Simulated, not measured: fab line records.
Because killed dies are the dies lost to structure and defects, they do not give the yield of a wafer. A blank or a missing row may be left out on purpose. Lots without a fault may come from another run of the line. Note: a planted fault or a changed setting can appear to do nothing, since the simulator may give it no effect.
A sampling plan put to the test    flow nandHarc    each of the 25 faults these records tell of, on one fab line, judged from the records of the lots it struck
The plan consists of the line's own looks: route steps at which the wafer is read by a gauge or an inspection but not changed. A look is open to judgement when struck wafers have a number at it and the file gives its usual mean and standard deviation on fault-free wafers. Caught: the struck wafers' mean, at a look after the fault's first step, is 4 or more of those standard deviations (sigma) away from the usual mean. On the tool: the fault's steps, tested the same way using the tool's own readings. Caught also covers a different recipe on the struck wafers, or a record left blank for those wafers only.

THE FAULTS, as the simulator had put them in
1. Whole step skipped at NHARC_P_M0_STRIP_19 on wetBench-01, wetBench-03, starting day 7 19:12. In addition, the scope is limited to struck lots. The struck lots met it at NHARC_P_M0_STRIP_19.
2. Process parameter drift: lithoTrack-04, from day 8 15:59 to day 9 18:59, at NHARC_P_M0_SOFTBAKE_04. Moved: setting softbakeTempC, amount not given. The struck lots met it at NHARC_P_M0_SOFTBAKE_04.
3. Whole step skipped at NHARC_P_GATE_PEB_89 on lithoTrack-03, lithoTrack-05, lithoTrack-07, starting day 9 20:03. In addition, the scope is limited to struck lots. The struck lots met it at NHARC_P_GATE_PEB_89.
4. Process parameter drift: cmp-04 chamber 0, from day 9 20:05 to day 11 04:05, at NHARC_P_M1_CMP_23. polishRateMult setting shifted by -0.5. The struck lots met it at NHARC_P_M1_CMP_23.
5. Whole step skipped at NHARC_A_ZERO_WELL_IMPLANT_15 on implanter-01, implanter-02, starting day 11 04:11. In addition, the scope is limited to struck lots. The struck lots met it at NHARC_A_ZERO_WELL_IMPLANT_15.
6. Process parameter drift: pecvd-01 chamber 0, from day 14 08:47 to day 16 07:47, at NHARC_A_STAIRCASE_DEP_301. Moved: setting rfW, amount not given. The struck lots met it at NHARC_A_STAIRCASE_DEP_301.
7. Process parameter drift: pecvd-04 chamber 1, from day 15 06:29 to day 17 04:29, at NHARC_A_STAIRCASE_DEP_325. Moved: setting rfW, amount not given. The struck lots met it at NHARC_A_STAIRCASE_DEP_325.
8. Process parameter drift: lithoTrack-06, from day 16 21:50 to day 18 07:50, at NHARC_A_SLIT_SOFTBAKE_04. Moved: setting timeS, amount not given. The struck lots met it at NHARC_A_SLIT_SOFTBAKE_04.
9. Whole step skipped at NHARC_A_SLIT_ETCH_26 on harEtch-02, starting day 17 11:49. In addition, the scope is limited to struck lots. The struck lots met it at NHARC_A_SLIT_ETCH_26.
10. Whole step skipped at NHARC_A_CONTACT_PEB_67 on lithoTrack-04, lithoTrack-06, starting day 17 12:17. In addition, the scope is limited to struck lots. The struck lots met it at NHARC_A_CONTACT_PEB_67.
11. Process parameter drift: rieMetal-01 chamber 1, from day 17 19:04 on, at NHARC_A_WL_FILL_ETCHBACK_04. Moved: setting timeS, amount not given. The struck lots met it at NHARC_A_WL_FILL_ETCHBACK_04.
12. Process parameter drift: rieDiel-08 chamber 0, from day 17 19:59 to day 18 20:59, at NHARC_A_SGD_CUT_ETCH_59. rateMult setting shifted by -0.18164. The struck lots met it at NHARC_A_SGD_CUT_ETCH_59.
13. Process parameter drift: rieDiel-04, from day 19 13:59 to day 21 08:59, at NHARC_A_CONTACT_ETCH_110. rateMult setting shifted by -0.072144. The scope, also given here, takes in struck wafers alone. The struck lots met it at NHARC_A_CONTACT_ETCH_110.
14. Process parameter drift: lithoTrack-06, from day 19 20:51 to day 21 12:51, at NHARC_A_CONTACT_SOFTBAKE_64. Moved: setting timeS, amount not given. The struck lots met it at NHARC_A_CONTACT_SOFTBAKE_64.
15. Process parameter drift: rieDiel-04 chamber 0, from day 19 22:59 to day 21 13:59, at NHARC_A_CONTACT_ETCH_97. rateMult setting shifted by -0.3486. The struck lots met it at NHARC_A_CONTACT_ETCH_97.
16. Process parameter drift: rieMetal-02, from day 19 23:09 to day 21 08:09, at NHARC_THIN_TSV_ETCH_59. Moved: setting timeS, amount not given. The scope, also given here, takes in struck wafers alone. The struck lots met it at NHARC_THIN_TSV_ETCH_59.
17. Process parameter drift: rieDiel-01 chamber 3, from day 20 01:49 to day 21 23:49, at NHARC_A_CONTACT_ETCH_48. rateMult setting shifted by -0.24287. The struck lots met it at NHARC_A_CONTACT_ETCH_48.
18. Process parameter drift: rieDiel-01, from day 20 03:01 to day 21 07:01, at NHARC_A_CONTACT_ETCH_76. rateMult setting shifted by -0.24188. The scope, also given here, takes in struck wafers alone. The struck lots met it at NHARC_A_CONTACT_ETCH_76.
19. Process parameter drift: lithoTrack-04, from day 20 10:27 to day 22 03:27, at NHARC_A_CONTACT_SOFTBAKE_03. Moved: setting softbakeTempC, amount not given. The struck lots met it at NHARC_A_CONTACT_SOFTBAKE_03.
20. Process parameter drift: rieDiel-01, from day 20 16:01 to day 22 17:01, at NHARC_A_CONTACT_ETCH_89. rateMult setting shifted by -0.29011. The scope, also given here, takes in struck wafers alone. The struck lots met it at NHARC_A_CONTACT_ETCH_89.
21. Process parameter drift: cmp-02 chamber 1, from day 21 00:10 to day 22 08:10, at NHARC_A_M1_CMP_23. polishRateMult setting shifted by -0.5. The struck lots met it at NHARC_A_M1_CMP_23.
22. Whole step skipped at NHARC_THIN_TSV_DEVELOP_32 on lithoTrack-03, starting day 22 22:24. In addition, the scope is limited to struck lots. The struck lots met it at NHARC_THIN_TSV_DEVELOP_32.
23. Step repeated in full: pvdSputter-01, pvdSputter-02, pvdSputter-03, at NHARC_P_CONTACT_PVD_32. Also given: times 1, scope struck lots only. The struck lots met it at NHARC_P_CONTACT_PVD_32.
24. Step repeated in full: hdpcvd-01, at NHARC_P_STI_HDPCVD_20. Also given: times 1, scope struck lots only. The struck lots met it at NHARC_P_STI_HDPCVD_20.
25. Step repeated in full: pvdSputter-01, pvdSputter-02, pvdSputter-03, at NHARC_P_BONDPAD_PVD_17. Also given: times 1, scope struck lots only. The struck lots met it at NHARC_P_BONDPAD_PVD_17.

WHAT THE PLAN SAW
fault  on the tool itself                                first look that catches it                    reading, sigma      median hours from its first step to that look  hours from the fault's start to the first struck lot there  judged looks passed uncaught
1      the tool's record is blank for the struck wafers  not the one look that can be judged after it  -                   -                                              -                                                           1
2      heaterPowerTotalW -12 sigma                       not the one look that can be judged after it  -                   -                                              -                                                           1
3      the tool's record is blank for the struck wafers  no look after it can be judged                -                   -                                              -                                                           0
4      only faintly: timeToEndpointS +3.1 sigma          NHARC_P_M1_INSPECT_27                         rawDefectCount +14  0.5                                            21                                                          0
5      the tool's record is blank for the struck wafers  no look after it can be judged                -                   -                                              -                                                           0
6      rfFwdPowerW -99 or beyond sigma                   not the one look that can be judged after it  -                   -                                              -                                                           1
7      rfFwdPowerW +99 or beyond sigma                   no look after it can be judged                -                   -                                              -                                                           0
8      heaterPowerTotalW +99 or beyond sigma             no look after it can be judged                -                   -                                              -                                                           0
9      the tool's record is blank for the struck wafers  no look after it can be judged                -                   -                                              -                                                           0
10     the tool's record is blank for the struck wafers  no look after it can be judged                -                   -                                              -                                                           0
11     runLengthS -99 or beyond sigma                    no look after it can be judged                -                   -                                              -                                                           0
12     oesProductAu -11 sigma                            not the one look that can be judged after it  -                   -                                              -                                                           1
13     oesProductAu -5.7 sigma                           NHARC_END_SORT_01                             killedAtArray +10   54.4                                           55                                                          0
14     heaterPowerTotalW +68 sigma                       no look after it can be judged                -                   -                                              -                                                           0
15     oesProductAu -8.2 sigma                           NHARC_END_SORT_01                             killedAtArray +59   59.4                                           63                                                          1
16     runLengthS -47 sigma                              not the one look that can be judged after it  -                   -                                              -                                                           1
17     oesProductAu -16 sigma                            NHARC_END_SORT_01                             killedDies +5.0     80.5                                           81                                                          0
18     oesProductAu -17 sigma                            NHARC_END_SORT_01                             killedAtArray +8.7  71.1                                           77                                                          0
19     heaterPowerTotalW +99 or beyond sigma             no look after it can be judged                -                   -                                              -                                                           0
20     oesProductAu -24 sigma                            NHARC_END_SORT_01                             killedAtArray +68   63.6                                           66                                                          0
21     only faintly: timeToEndpointS +3.4 sigma          NHARC_A_M1_INSPECT_27                         rawDefectCount +46  0.5                                            5                                                           0
22     the tool's record is blank for the struck wafers  not the one look that can be judged after it  -                   -                                              -                                                           1
23     under 2 sigma                                     not the one look that can be judged after it  -                   -                                              -                                                           1
24     no reading that can be judged                     no look after it can be judged                -                   -                                              -                                                           0
25     under 2 sigma                                     not the one look that can be judged after it  -                   -                                              -                                                           1
A dash: this means the fault isn't caught or the number doesn't appear in these records.

Caught at a look: 7 of 25. Caught on the tool: 20 of 25. By one or the other: 22 of 25.
Faults 1, 2, 3, 5, 6, 7, 8, 9, 10, 11, 12, 14, 16, 19, 22 were caught on the tool alone.
Caught at a look alone: faults 4, 21.
Caught by neither: faults 23, 24, 25.

THINNER SAMPLING
If the look that catches a fault measured only every second or every third lot, by lot number, the first struck lot would be measured this late in the worst case:
fault  struck lots at that look, in order of time  every lot  every second lot  every third lot
4      L700                                        21 h       may miss it       may miss it
13     L175                                        55 h       may miss it       may miss it
15     L138, L146                                  63 h       may miss all 2    may miss all 2
17     L278                                        81 h       may miss it       may miss it
18     L649, L650, L652                            77 h       79 h              may miss all 3
20     L481, L487                                  66 h       may miss all 2    may miss all 2
21     L999, L103                                  5 h        may miss all 2    may miss all 2
Hours are from the fault's start to the first struck lot that is measured. The test against the limit of 4 sigma pooled every struck wafer, which means one lot taken alone may stay below that limit. Other struck lots may not be in these records.

THE LONGEST TIMED WAY FROM STEP TO LOOK
Fault 17: the median time between NHARC_A_CONTACT_ETCH_48 and NHARC_END_SORT_01 is 80.5 hours. No look between them can be judged.
